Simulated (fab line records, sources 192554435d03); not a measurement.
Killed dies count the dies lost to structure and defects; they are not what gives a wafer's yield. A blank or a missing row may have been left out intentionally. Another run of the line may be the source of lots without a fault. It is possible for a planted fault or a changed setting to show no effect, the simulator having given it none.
Chamber matching | flow n5-finfet | pecvd-01 running N5_GATE_CUT_HM_DEP_46: 3 sister chambers
The step deposits SiO2 from TEOS/O2, target thk 130 nm, time 26.6 s. 3 wafers are shown with their chamber, then 7 later ones without.

== WAFERS WITH THEIR CHAMBER ==
wafer  | chamber | throttle-valve-pct (%)
L087.2 | 2       | 17.3
L088.1 | 1       | 18.5
L088.3 | 0       | 18.5

== WAFERS WHOSE CHAMBER IS MISSING ==
wafer  | throttle-valve-pct (%)
L088.4 | 18.5
L095.1 | 18.6
L095.2 | 18.2
L095.4 | 18.6
L096.2 | 17.2
L096.4 | 18.4
L096.5 | 17.0

== WHICH CHAMBER EACH WENT THROUGH ==
wafer  | from the rows above     | in truth
L088.4 | can't be placed: 0 or 1 | 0
L095.1 | can't be placed: 0 or 1 | 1
L095.2 | can't be placed: 0 or 1 | 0
L095.4 | can't be placed: 0 or 1 | 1
L096.2 | 2                       | 2
L096.4 | can't be placed: 0 or 1 | 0
L096.5 | 2                       | 2
Correct placement for 2 of the 7. These rows do not allow placing 5 (true chamber among the candidates in 5). 0 placed wrongly.
How it was worked out, from the rows above alone: a wafer's distance from a chamber is the root of the sum, over the readings, of the square of ((its reading less the chamber's mean) divided by the reading's scatter). If the next closest chamber is less than 2 further off than the closest, the wafer can't be placed; otherwise it belongs to the closest. Each chamber's mean is taken over the wafers shown for it. The scatter: with one shown wafer a chamber, the root of the mean of the squares of how far each hidden wafer lies from its nearest shown one.
